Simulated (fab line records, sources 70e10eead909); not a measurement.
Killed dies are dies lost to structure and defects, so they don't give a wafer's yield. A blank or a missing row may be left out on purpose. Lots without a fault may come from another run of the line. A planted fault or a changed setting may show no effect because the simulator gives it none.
fab line records | flow nand_harc
record lots=24 wafers=72 last_day=24
route steps=1159 shown A_SIN_REMOVE@808 A_CONTACT@856
lots that met no fault: from a run of the same line without faults
start_h: hours from the record's first day to the start of the lot's first wafer shown | wait_h: hours since the lot's step before | " the same as in the row above | L1.1+2: a row that stands for several wafers | - no value, or no start given | * or withheld: withheld | < > ~ a bound
route shown NAME@n: a module of which the file shows steps, and the number in the route of the first | usual: mean/standard deviation of fault-free wafers | same: alike in all rows | chamber/n: place in a boat | sites: the reading at each site | _std_site: their standard deviation | _edge_site: outer sites' mean less inner sites' | radius_mm: how far each site lies from the wafer's centre | mask NAME#n: copy n | behind: the tool/chamber that last shaped the wafer | hold: why the lot was held/for how many hours/how that ended | device: the transistor (n, p or np) that didn't switch | end of line: the same wafers' tests at the end of the route | a step without rows: its recipe alone | killed: dies lost to structure and defects at the first sort, not the wafer's yield | map: a wafer's dies, x killed, . not, _ none there
set.NAME: the setting as run; set.NAME@STEP: as run at that earlier step | model.NAME: the simulator's own value behind a step, which no gauge read
steps of the route over a sample of lots; a table a step, a row a wafer
services: from which hour (start_h, from the record's first day; less than 0 if before it) a tool's chamber was out of use, for how many hours, and why
## steps
# step NHARC_A_SIN_REMOVE_INSPECT_04
# usual raw_defect_count=311/84
# columns lot.wafer tool chamber start_h wait_h raw_defect_count
L074.1 defect_inspect-02 - 332.29 0.0 258
L074.2 " - " " 271
L074.3 " - " " 256
L077.2 defect_inspect-02 - 335.76 0.0 302
L077.3 " - " " 313
L077.5 " - " " 292
L075.2 defect_inspect-01 - 335.77 0.0 262
L075.3 " - " " 218
L075.5 " - " " 282
L076.1 defect_inspect-02 - 335.80 0.0 312
L076.2 " - " " 226
L076.3 " - " " 266
L078.2 defect_inspect-01 - 358.50 0.1 247
L078.4 " - " " 278
L078.5 " - " " 402
L080.1 defect_inspect-02 - 358.54 0.0 281
L080.2 " - " " 262
L080.4 " - " " 260
L079.2 defect_inspect-02 - 358.55 0.0 341
L079.5 " - " " 270
L079.6 " - " " 839
L081.3 defect_inspect-01 - 363.69 0.0 450
L081.5 " - " " 325
L081.6 " - " " 370
L082.1 defect_inspect-02 - 386.52 0.0 301
L082.4 " - " " 327
L082.5 " - " " 263
L083.1 defect_inspect-01 - 386.53 0.0 454
L083.5 " - " " 384
L083.6 " - " " 330
L087.3 defect_inspect-01 - 399.96 0.0 223
L087.5 " - " " 227
L087.6 " - " " 225
L086.1 defect_inspect-02 - 399.96 0.0 253
L086.2 " - " " 259
L086.3 " - " " 321
L084.4 defect_inspect-01 - 399.98 0.1 226
L084.5 " - " " 217
L084.6 " - " " 207
L085.2 defect_inspect-01 - 404.08 0.0 195
L085.3 " - " " 284
L085.5 " - " " 230
L088.3 defect_inspect-01 - 428.40 0.0 320
L088.5 " - " " 325
L088.6 " - " " 476
L089.2 defect_inspect-02 - 428.43 0.0 265
L089.3 " - " " 269
L089.5 " - " " 249
L090.1 defect_inspect-02 - 434.92 0.0 255
L090.4 " - " " 287
L090.5 " - " " 303
L093.1 defect_inspect-01 - 434.92 0.0 350
L093.3 " - " " 234
L093.6 " - " " 298
L092.1 defect_inspect-02 - 434.96 0.0 320
L092.2 " - " " 282
L092.4 " - " " 371
L091.1 defect_inspect-01 - 438.24 0.0 408
L091.3 " - " " 407
L091.4 " - " " 422
L094.2 defect_inspect-01 - 453.02 0.0 257
L094.3 " - " " 267
L094.4 " - " " 247
L096.1 defect_inspect-01 - 467.01 0.0 280
L096.5 " - " " 248
L096.6 " - " " 313
L095.3 defect_inspect-02 - 467.05 0.0 522
L095.5 " - " " 417
L095.6 " - " " 334
L097.1 defect_inspect-01 - 473.65 0.0 329
L097.2 " - " " 275
L097.3 " - " " 200
# step NHARC_A_CONTACT_INSPECT_44
# usual raw_defect_count=26/12
# columns lot.wafer tool chamber start_h wait_h raw_defect_count
L074.1 defect_inspect-02 - 366.77 0.0 7
L074.2 " - " " 10
L074.3 " - " " 7
L077.2 defect_inspect-02 - 370.60 0.0 10
L077.3 " - " " 7
L077.5 " - " " 8
L075.2 defect_inspect-02 - 375.19 0.0 23
L075.3 " - " " 37
L075.5 " - " " 18
L076.1 defect_inspect-01 - 377.89 0.0 2
L076.2 " - " " 7
L076.3 " - " " 11
L078.2 defect_inspect-01 - 394.37 0.0 29
L078.4 " - " " 33
L078.5 " - " " 37
L080.1 defect_inspect-01 - 398.06 0.0 16
L080.2 " - " " 32
L080.4 " - " " 30
L079.2 defect_inspect-02 - 400.26 0.0 21
L079.5 " - " " 22
L079.6 " - " " 19
L081.3 defect_inspect-01 - 406.23 0.0 27
L081.5 " - " " 25
L081.6 " - " " 23
L082.1 defect_inspect-02 - 422.67 0.0 17
L082.4 " - " " 22
L082.5 " - " " 16
L083.1 defect_inspect-02 - 426.14 0.0 26
L083.5 " - " " 27
L083.6 " - " " 31
L087.3 defect_inspect-01 - 430.49 0.0 10
L087.5 " - " " 5
L087.6 " - " " 2
L084.4 defect_inspect-02 - 431.52 0.0 43
L084.5 " - " " 35
L084.6 " - " " 42
L086.1 defect_inspect-02 - 438.21 0.0 45
L086.2 " - " " 51
L086.3 " - " " 34
L085.2 defect_inspect-02 - 438.51 0.0 17
L085.3 " - " " 28
L085.5 " - " " 26
L088.3 defect_inspect-02 - 462.04 0.0 37
L088.5 " - " " 25
L088.6 " - " " 32
L089.2 defect_inspect-01 - 462.67 0.0 23
L089.3 " - " " 33
L089.5 " - " " 32
L092.1 defect_inspect-02 - 466.85 0.0 31
L092.2 " - " " 25
L092.4 " - " " 24
L093.1 defect_inspect-01 - 469.19 0.0 26
L093.3 " - " " 22
L093.6 " - " " 31
L090.1 defect_inspect-01 - 473.32 0.0 24
L090.4 " - " " 29
L090.5 " - " " 31
L091.1 defect_inspect-01 - 478.61 0.0 34
L091.3 " - " " 23
L091.4 " - " " 26
L094.2 defect_inspect-01 - 493.13 0.0 6
L094.3 " - " " 9
L094.4 " - " " 13
L096.1 defect_inspect-01 - 501.89 0.0 43
L096.5 " - " " 41
L096.6 " - " " 50
L095.3 defect_inspect-01 - 502.29 0.0 11
L095.5 " - " " 21
L095.6 " - " " 15
L097.1 defect_inspect-02 - 507.50 0.1 61
L097.2 " - " " 41
L097.3 " - " " 46
# step NHARC_A_CONTACT_ETCH_130
# recipe source_w=withheld pressure_mtorr=20 bias_v=1200 time_s=155 target_depth_a=9560 ar_flow_sccm=withheld c4f8_flow_sccm=withheld o2_flow_sccm=withheld chemistry=C4F8/O2/Ar
# columns lot.wafer tool chamber start_h wait_h rf_hours_counter_h
L074.2 har_cap_etch-02 0 376.81 0.2 9
L074.1 " 1 " " 9
L074.3 " 0 " " -
L077.2 har_cap_etch-01 0 379.78 0.1 58
L077.3 " 0 " " -
L077.5 " 1 " " -
L075.2 har_cap_etch-03 0 385.11 0.2 82
L075.3 " 0 " " -
L075.5 " 1 " " -
L076.2 har_cap_etch-01 0 387.65 0.1 61
L076.1 " 1 " " 61
L076.3 " 0 " " -
L078.2 har_cap_etch-02 1 404.12 0.1 14
L078.4 " 1 " " -
L078.5 " 1 " " -
L080.1 har_cap_etch-02 0 408.99 0.1 16
L080.2 " 1 " " 16
L080.4 " 1 " " -
L079.2 har_cap_etch-03 0 409.63 0.1 87
L079.5 " 1 " " -
L079.6 " 0 " " -
L081.3 har_cap_etch-03 1 416.39 0.1 -
L081.5 " 1 " " -
L081.6 " 0 " " -
L082.1 har_cap_etch-02 0 431.88 0.1 18
L082.4 " 0 " " -
L082.5 " 0 " " -
L083.1 har_cap_etch-02 0 435.66 0.1 20
L083.6 " 1 " " -
L083.5 " 0 " " -
L087.3 har_cap_etch-01 1 440.03 0.1 -
L087.5 " 1 " " -
L087.6 " 0 " " -
L084.4 har_cap_etch-02 1 443.88 0.1 -
L084.5 " 1 " " -
L084.6 " 0 " " -
L086.1 har_cap_etch-01 0 448.88 0.1 71
L086.2 " 1 " " 71
L086.3 " 1 " " -
L085.2 har_cap_etch-02 0 449.69 0.1 24
L085.3 " 0 " " -
L085.5 " 1 " " -
L088.3 har_cap_etch-01 1 472.03 0.1 -
L088.6 " 1 " " -
L088.5 " 0 " " -
L089.2 har_cap_etch-03 1 472.69 0.2 97
L089.3 " 0 " " -
L089.5 " 1 " " -
L092.1 har_cap_etch-01 1 477.00 0.1 76
L092.2 " 0 " " 76
L092.4 " 1 " " -
L093.1 har_cap_etch-03 1 478.54 0.2 98
L093.3 " 1 " " -
L093.6 " 0 " " -
L090.1 har_cap_etch-03 1 483.15 0.1 100
L090.4 " 0 " " -
L090.5 " 1 " " -
L091.1 har_cap_etch-03 1 491.81 0.1 101
L091.4 " 1 " " -
L091.3 " 0 " " -
L094.2 har_cap_etch-02 0 502.53 0.1 31
L094.3 " 1 " " -
L094.4 " 0 " " -
L096.1 har_cap_etch-02 0 512.07 0.1 33
L096.6 " 1 " " -
L096.5 " 0 " " -
L095.3 har_cap_etch-01 1 513.20 0.1 -
L095.6 " 1 " " -
L095.5 " 0 " " -
L097.2 har_cap_etch-03 0 517.05 0.1 105
L097.1 " 1 " " 105
L097.3 " 0 " " -
# step NHARC_A_CONTACT_ETCH_131
# recipe source_w=withheld pressure_mtorr=20 bias_v=1200 time_s=155 target_depth_a=9560 ar_flow_sccm=withheld c4f8_flow_sccm=withheld o2_flow_sccm=withheld chemistry=C4F8/O2/Ar
# columns lot.wafer tool chamber start_h wait_h rf_hours_counter_h
L074.2 har_cap_etch-02 0 377.01 0.2 9
L074.1 " 1 " " 9
L074.3 " 0 " " -
L077.2 har_cap_etch-01 0 379.92 0.1 58
L077.3 " 0 " " -
L077.5 " 1 " " -
L075.2 har_cap_etch-03 0 385.30 0.2 82
L075.3 " 0 " " -
L075.5 " 1 " " -
L076.2 har_cap_etch-01 0 387.79 0.1 61
L076.1 " 1 " " 61
L076.3 " 0 " " -
L078.2 har_cap_etch-02 1 404.26 0.1 14
L078.4 " 1 " " -
L078.5 " 1 " " -
L080.1 har_cap_etch-02 0 409.13 0.1 16
L080.2 " 1 " " 16
L080.4 " 1 " " -
L079.2 har_cap_etch-03 0 409.77 0.1 87
L079.5 " 1 " " -
L079.6 " 0 " " -
L081.3 har_cap_etch-03 1 416.53 0.1 -
L081.5 " 1 " " -
L081.6 " 0 " " -
L082.1 har_cap_etch-02 0 432.03 0.1 18
L082.4 " 0 " " -
L082.5 " 0 " " -
L083.1 har_cap_etch-02 0 435.80 0.1 20
L083.6 " 1 " " -
L083.5 " 0 " " -
L087.3 har_cap_etch-01 1 440.18 0.1 -
L087.5 " 1 " " -
L087.6 " 0 " " -
L084.4 har_cap_etch-02 1 444.02 0.1 -
L084.5 " 1 " " -
L084.6 " 0 " " -
L086.1 har_cap_etch-01 0 449.02 0.1 71
L086.2 " 1 " " 71
L086.3 " 1 " " -
L085.2 har_cap_etch-02 0 449.84 0.1 24
L085.3 " 0 " " -
L085.5 " 1 " " -
L088.3 har_cap_etch-01 1 472.17 0.1 -
L088.6 " 1 " " -
L088.5 " 0 " " -
L089.2 har_cap_etch-03 1 472.88 0.2 97
L089.3 " 0 " " -
L089.5 " 1 " " -
L092.1 har_cap_etch-01 1 477.14 0.1 76
L092.2 " 0 " " 76
L092.4 " 1 " " -
L093.1 har_cap_etch-03 1 478.72 0.2 98
L093.3 " 1 " " -
L093.6 " 0 " " -
L090.1 har_cap_etch-03 1 483.30 0.1 100
L090.4 " 0 " " -
L090.5 " 1 " " -
L091.1 har_cap_etch-03 1 491.95 0.1 101
L091.4 " 1 " " -
L091.3 " 0 " " -
L094.2 har_cap_etch-02 0 502.67 0.1 31
L094.3 " 1 " " -
L094.4 " 0 " " -
L096.1 har_cap_etch-02 0 512.21 0.1 34
L096.6 " 1 " " -
L096.5 " 0 " " -
L095.3 har_cap_etch-01 1 513.34 0.1 -
L095.6 " 1 " " -
L095.5 " 0 " " -
L097.2 har_cap_etch-03 0 517.19 0.1 105
L097.1 " 1 " " 105
L097.3 " 0 " " -
# step NHARC_A_CONTACT_ETCH_97
# recipe target_depth_a=200 over_etch_frac=0.5 time_s=10 ion_energy_ev=250 c4f6_flow_sccm=25 o2_flow_sccm=20 ar_flow_sccm=500 rf_w=600 bias_w=500 chemistry=C4F6/O2
# usual c4f6_flow_sccm=25.00/0.074 drypump_motor_current_A=5.6/0.55 mfc_ar_sccm=499.9/1.5 oes_product_au=0.966/0.026 rf_vpp_V=546.2/2.5 showerhead_plenum_p_Torr=3.89/0.12 throttle_valve_pct=26.903/0.0088
# columns lot.wafer tool chamber start_h wait_h c4f6_flow_sccm drypump_motor_current_A mfc_ar_sccm oes_product_au rf_hours_counter_h rf_vpp_V showerhead_plenum_p_Torr throttle_valve_pct
L074.2 rie_diel-11 3 - - 25.01 5.4 503.1 0.996 1 543.5 3.77 26.901
L074.1 " 0 " " 25.14 6.2 500.5 0.995 1 544.4 3.84 26.904
L074.3 " 2 " " 25.00 5.7 498.4 1.005 1 542.3 3.70 26.897
L077.3 rie_diel-02 2 - - 24.90 5.4 501.6 0.954 10 545.8 3.87 26.896
L077.2 " 3 " " 25.12 5.7 498.1 0.936 9 544.1 3.80 26.888
L077.5 " 0 " " 24.99 4.7 500.0 0.938 - 549.9 4.02 26.911
L075.2 rie_diel-03 2 - - 24.89 5.7 499.5 0.952 52 551.1 4.10 26.903
L075.3 " 0 " " 25.01 5.6 501.3 0.986 59 549.7 4.06 26.906
L075.5 " 2 " " 25.00 5.7 499.4 0.963 - 549.4 4.10 26.896
L076.1 rie_diel-02 0 - - 24.98 4.7 502.3 0.960 12 549.3 4.02 26.912
L076.3 " 1 " " 24.99 5.3 498.6 0.948 12 545.3 3.87 26.904
L076.2 " 2 " " 25.03 5.4 497.9 0.954 11 547.7 3.87 26.898
L078.2 rie_diel-02 0 - - 24.98 4.7 501.9 0.933 15 548.6 4.02 26.899
L078.4 " 3 " " 25.10 5.7 498.1 0.950 15 543.8 3.79 26.905
L078.5 " 1 " " 25.00 5.4 501.9 0.942 - 545.3 3.86 26.907
L080.2 rie_diel-11 3 - - 25.05 5.4 500.3 0.972 16 543.0 3.76 26.905
L080.1 " 0 " " 25.07 6.2 498.8 0.955 15 545.4 3.83 26.910
L080.4 " 1 " " 24.79 6.4 502.9 0.977 14 547.9 4.00 26.903
L079.2 rie_diel-02 3 - - 25.14 5.7 498.4 0.942 17 542.0 3.79 26.915
L079.5 " 1 " " 25.01 5.3 499.4 0.970 - 545.2 3.86 26.903
L079.6 " 2 " " 25.02 5.4 499.7 0.974 - 545.0 3.87 26.894
L081.3 rie_diel-11 0 - - 25.06 6.2 498.4 0.987 18 544.3 3.83 26.885
L081.6 " 1 " " 25.17 6.4 499.4 0.993 - 548.0 3.99 26.910
L081.5 " 2 " " 24.98 5.6 501.3 0.990 - 542.9 3.69 26.893
L082.1 rie_diel-02 3 433.05 0.1 25.02 5.7 502.1 0.985 20 542.7 3.79 26.898
L082.5 " 2 " " 24.88 5.4 498.1 1.006 - 544.6 3.86 26.899
L082.4 " 0 " " 24.99 4.7 497.8 1.012 - 547.6 4.02 26.908
L083.1 rie_diel-03 1 - - 25.08 4.9 499.9 1.015 4 549.1 4.01 26.889
L083.5 " 0 " " 25.06 5.6 501.0 1.014 - 550.6 4.05 26.913
L083.6 " 1 " " 25.03 4.9 502.1 1.015 - 548.0 4.01 26.909
L087.3 rie_diel-03 0 - - 25.14 5.6 500.7 0.947 18 548.1 4.04 26.891
L087.6 " 3 " " 25.02 6.8 500.8 0.936 - 544.1 3.84 26.910
L087.5 " 0 " " 25.06 5.6 501.4 0.939 - 549.4 4.04 26.899
L084.4 rie_diel-02 1 - - 25.06 5.4 500.7 0.958 19 545.3 3.86 26.902
L084.5 " 2 " " 24.87 5.3 497.6 0.954 - 544.8 3.86 26.910
L084.6 " 3 " " 24.94 5.7 502.2 0.951 - 544.4 3.79 26.928
L086.3 rie_diel-02 0 - - 24.96 4.7 500.9 0.940 25 548.8 4.01 26.895
L086.1 " 1 " " 24.93 5.3 501.6 1.011 20 545.9 3.86 26.895
L086.2 " 3 " " 25.08 5.7 502.4 0.957 25 544.1 3.79 26.892
L085.3 rie_diel-11 0 - - 24.90 6.1 498.3 0.948 30 545.0 3.83 26.903
L085.2 " 1 " " 24.93 6.4 498.8 0.951 29 549.2 3.99 26.897
L085.5 " 3 " " 24.99 5.4 501.2 0.970 - 544.4 3.75 26.900
L088.3 rie_diel-03 2 - - 24.95 5.7 500.6 1.006 31 549.5 4.08 26.906
L088.6 " 3 " " 25.01 6.8 502.0 1.001 - 544.4 3.84 26.905
L088.5 " 0 " " 25.04 5.6 501.5 0.992 - 549.3 4.04 26.900
L089.2 rie_diel-11 0 474.09 0.1 25.01 6.1 499.3 0.940 40 546.3 3.82 26.889
L089.3 " 3 " " 25.10 5.4 496.3 0.947 42 542.3 3.75 26.911
L089.5 " 1 " " 24.95 6.4 502.1 0.948 - 549.7 3.98 26.927
L092.2 rie_diel-02 1 - - 25.00 5.3 501.9 0.935 23 546.7 3.86 26.910
L092.1 " 2 " " 24.98 5.4 500.2 0.946 28 544.3 3.86 26.907
L092.4 " 3 " " 24.92 5.7 499.9 0.940 28 544.0 3.79 26.899
L093.1 rie_diel-11 3 480.03 0.1 25.00 5.4 500.0 0.983 45 543.8 3.75 26.909
L093.3 " 1 " " 24.98 6.4 499.0 0.971 41 546.2 3.98 26.905
L093.6 " 3 " " 24.88 5.4 500.9 0.976 - 542.2 3.75 26.909
L090.1 rie_diel-03 0 - - 24.96 5.6 499.4 0.953 32 549.2 4.04 26.905
L090.4 " 3 " " 25.09 6.8 497.6 0.943 35 544.8 3.84 26.898
L090.5 " 0 " " 24.94 5.6 501.0 0.948 - 548.5 4.04 26.907
L091.1 rie_diel-02 2 - - 25.10 5.4 500.1 0.937 31 545.0 3.86 26.909
L091.3 " 3 " " 24.97 5.7 499.6 0.931 31 544.3 3.78 26.923
L091.4 " 0 " " 25.08 4.7 498.4 0.952 30 548.0 4.01 26.919
L094.2 rie_diel-03 1 - - 25.04 4.9 498.8 0.962 28 547.6 3.99 26.887
L094.3 " 2 " " 25.02 5.7 498.9 0.967 41 550.5 4.07 26.904
L094.4 " 0 " " 24.94 5.6 500.4 0.951 40 548.7 4.03 26.892
L096.1 rie_diel-11 0 - - 25.14 6.1 501.8 0.937 55 545.7 3.81 26.885
L096.5 " 1 " " 25.01 6.4 501.5 0.922 - 547.4 3.97 26.903
L096.6 " 2 " " 24.94 5.7 496.6 0.922 - 542.5 3.67 26.905
L095.3 rie_diel-11 1 - - 24.98 6.4 499.1 0.997 56 548.4 3.97 26.910
L095.5 " 0 " " 25.08 6.2 500.8 0.999 - 544.0 3.81 26.885
L095.6 " 1 " " 24.98 6.4 498.2 0.997 - 547.0 3.97 26.898
L097.2 rie_diel-02 1 518.21 0.1 25.09 5.4 499.4 0.996 0 547.2 3.86 26.897
L097.3 " 3 " " 24.97 5.7 501.9 1.015 1 543.7 3.78 26.896
L097.1 " 0 " " 24.97 4.7 500.8 0.999 0 546.6 4.01 26.900
# step NHARC_A_CONTACT_CD_MEAS_80
# usual cd_nm=189.8/0.8
# columns lot.wafer tool chamber start_h wait_h cd_nm
L074.1 cd_sem-03 - 378.32 - 189.8
L074.2 " - " " 190.1
L074.3 " - " " 189.8
L077.2 cd_sem-01 - 381.01 - 190.0
L077.3 " - " " 189.8
L077.5 " - " " 189.4
L075.2 cd_sem-02 - 386.57 - 188.6
L075.3 " - " " 188.7
L075.5 " - " " 189.5
L076.1 cd_sem-02 - 388.86 - 189.6
L076.2 " - " " 189.2
L076.3 " - " " 189.0
L078.2 cd_sem-02 - 405.34 - 189.9
L078.4 " - " " 190.9
L078.5 " - " " 189.5
L080.1 cd_sem-02 - 410.43 - 190.8
L080.2 " - " " 189.7
L080.4 " - " " 190.1
L079.2 cd_sem-01 - 410.82 - 190.0
L079.5 " - " " 190.7
L079.6 " - " " 190.6
L081.3 cd_sem-03 - 417.57 - 189.3
L081.5 " - " " 189.5
L081.6 " - " " 189.0
L082.1 cd_sem-01 - 433.13 - 190.4
L082.4 " - " " 191.5
L082.5 " - " " 191.2
L083.1 cd_sem-03 - 436.84 - 189.7
L083.5 " - " " 190.0
L083.6 " - " " 189.4
L087.3 cd_sem-03 - 441.21 - 189.6
L087.5 " - " " 189.9
L087.6 " - " " 189.9
L084.4 cd_sem-02 - 445.05 - 189.6
L084.5 " - " " 189.4
L084.6 " - " " 189.7
L086.1 cd_sem-02 - 450.10 - 189.0
L086.2 " - " " 189.9
L086.3 " - " " 190.0
L085.2 cd_sem-03 - 450.94 - 188.9
L085.3 " - " " 189.9
L085.5 " - " " 189.3
L088.3 cd_sem-02 - 473.21 - 188.7
L088.5 " - " " 188.8
L088.6 " - " " 189.1
L089.2 cd_sem-02 - 474.18 - 191.2
L089.3 " - " " 190.4
L089.5 " - " " 190.2
L092.1 cd_sem-03 - 478.22 - 189.9
L092.2 " - " " 189.2
L092.4 " - " " 189.4
L093.1 cd_sem-01 - 480.12 - 190.4
L093.3 " - " " 189.3
L093.6 " - " " 190.2
L090.1 cd_sem-02 - 484.34 - 190.6
L090.4 " - " " 190.5
L090.5 " - " " 189.9
L091.1 cd_sem-01 - 493.02 - 190.3
L091.3 " - " " 189.5
L091.4 " - " " 190.4
L094.2 cd_sem-02 - 503.72 - 189.7
L094.3 " - " " 190.6
L094.4 " - " " 189.9
L096.1 cd_sem-03 - 513.25 - 190.3
L096.5 " - " " 190.3
L096.6 " - " " 189.7
L095.3 cd_sem-03 - 514.37 - 189.7
L095.5 " - " " 190.7
L095.6 " - " " 190.5
L097.1 cd_sem-03 - 518.29 - 187.6
L097.2 " - " " 186.7
L097.3 " - " " 187.4
## services
# columns tool chamber start_h hours kind
rie_diel-11 - 355.38 0.4 repair
rie_diel-11 1 361.75 2.5 repair
rie_diel-02 0 362.68 - clean
rie_diel-02 1 362.68 - clean
rie_diel-02 2 362.68 - clean
rie_diel-02 3 362.68 - clean
rie_diel-11 - 366.50 9.0 pm
rie_diel-02 0 387.20 - clean
rie_diel-02 1 387.20 - clean
rie_diel-02 2 387.20 - clean
rie_diel-02 3 387.20 - clean
rie_diel-03 - 392.47 9.0 pm
rie_diel-02 - 406.24 0.3 repair
har_cap_etch-03 - 407.80 0.5 repair
rie_diel-02 0 411.70 - clean
rie_diel-02 1 411.70 - clean
rie_diel-02 2 411.70 - clean
rie_diel-02 3 411.70 - clean
rie_diel-02 1 428.88 15.5 repair
rie_diel-02 0 436.20 - clean
rie_diel-11 2 473.71 9.0 repair
rie_diel-11 3 504.03 5.2 repair
rie_diel-02 - 506.18 9.0 pm
rie_diel-02 2 517.49 2.4 repair
## key
fault none
